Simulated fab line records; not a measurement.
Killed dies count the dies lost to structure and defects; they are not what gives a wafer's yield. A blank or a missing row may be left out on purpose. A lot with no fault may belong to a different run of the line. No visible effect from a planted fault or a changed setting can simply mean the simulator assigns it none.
Chamber matching -- flow nand_harc -- NHARC_A_WL_FILL_ALD_19 on ald_metal-01 has 4 sister chambers
The step deposits TiN, target thk 2 nm, pulse time 3 s, ald cycles 100. 8 wafers are shown with their chamber, then 11 later ones without.

## WAFERS, EACH WITH ITS CHAMBER
wafer,chamber,heater_power_w (W),precursor_pulse_height_rel
L080.2,2,947,0.988
L082.6,0,1176,1.012
L082.1,1,886,0.983
L082.2,2,961,1.000
L086.1,0,1154,1.015
L086.3,1,880,1.016
L086.5,3,979,1.031
L085.2,3,957,0.971

## WAFERS WITH NO CHAMBER GIVEN
wafer,heater_power_w (W),precursor_pulse_height_rel
L085.5,975,1.033
L085.6,947,1.034
L094.1,938,1.014
L094.3,923,1.012
L094.6,1150,0.998
L096.1,939,1.033
L096.2,1005,0.978
L096.3,942,1.030
L097.1,1143,1.027
L097.3,1002,1.012
L097.4,956,0.985

## CHAMBER TAKEN BY EACH
wafer,from the rows above,in truth
L085.5,can't be placed: 3 or 2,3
L085.6,can't be placed: 2 or 3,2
L094.1,can't be placed: 2 or 3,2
L094.3,can't be placed: 2 or 1 or 3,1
L094.6,0,0
L096.1,can't be placed: 2 or 3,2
L096.2,can't be placed: 3 or 2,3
L096.3,can't be placed: 2 or 3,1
L097.1,0,0
L097.3,can't be placed: 3 or 2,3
L097.4,can't be placed: 2 or 3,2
Correct placement for 2 of the 11. Not placeable from these rows: 9 (in 8, the candidates include the true chamber). Wrongly placed: 0.
How it was worked out, from the rows above alone: a wafer's distance from a chamber is the root of the sum, over the readings, of the square of ((its reading less the chamber's mean) divided by the reading's scatter). The wafer belongs to the nearest chamber; if the next one is less than 2 further off, it can't be placed. The mean given for a chamber averages the wafers shown for that chamber. The scatter is the square root of a quotient: the sum, over the shown wafers, of each reading's squared deviation from its chamber's mean, divided by wafers minus chambers.
